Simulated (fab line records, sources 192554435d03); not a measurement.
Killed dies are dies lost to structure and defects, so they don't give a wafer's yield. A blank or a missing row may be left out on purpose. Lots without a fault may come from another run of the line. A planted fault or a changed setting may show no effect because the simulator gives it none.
Chamber matching | flow n5_finfet | N5_BEOL_M8_DEP_56 on pecvd-01: 3 sister chambers
The step deposits SiCN from 3MS/NH3, target thk 10 nm, time 17.5 s. 3 wafers are shown with their chamber, then 10 later ones without.

WAFERS WITH THEIR CHAMBER
wafer  | chamber | throttle_valve_pct (%)
L084.4 | 1       | 10.0
L085.2 | 0       | 8.6
L085.3 | 2       | 8.4

WAFERS WITHOUT THEIR CHAMBER
wafer  | throttle_valve_pct (%)
L085.4 | 8.3
L088.1 | 8.6
L088.3 | 9.9
L088.6 | 8.2
L094.1 | 8.4
L094.2 | 8.8
L094.5 | 8.8
L096.2 | 8.5
L096.4 | 9.9
L096.5 | 8.3

WHICH CHAMBER EACH WENT THROUGH
wafer  | from the rows above     | in truth
L085.4 | can't be placed: 2 or 0 | 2
L088.1 | can't be placed: 0 or 2 | 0
L088.3 | 1                       | 1
L088.6 | can't be placed: 2 or 0 | 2
L094.1 | can't be placed: 2 or 0 | 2
L094.2 | can't be placed: 0 or 2 | 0
L094.5 | can't be placed: 0 or 2 | 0
L096.2 | can't be placed: 0 or 2 | 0
L096.4 | 1                       | 1
L096.5 | can't be placed: 2 or 0 | 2
Placed correctly: 2 of 10. Can't be placed from these rows: 8 (the true chamber is among the candidates in 8). Placed wrongly: 0.
How it was worked out, from the rows above alone: a wafer's distance from a chamber is the root of the sum, over the readings, of the square of ((its reading less the chamber's mean) divided by the reading's scatter). The wafer belongs to the nearest chamber; if the next one is less than 2 further off, it can't be placed. A chamber's mean is the mean of its shown wafers. The scatter: with one shown wafer a chamber, the root of the mean of the squares of how far each hidden wafer lies from its nearest shown one.
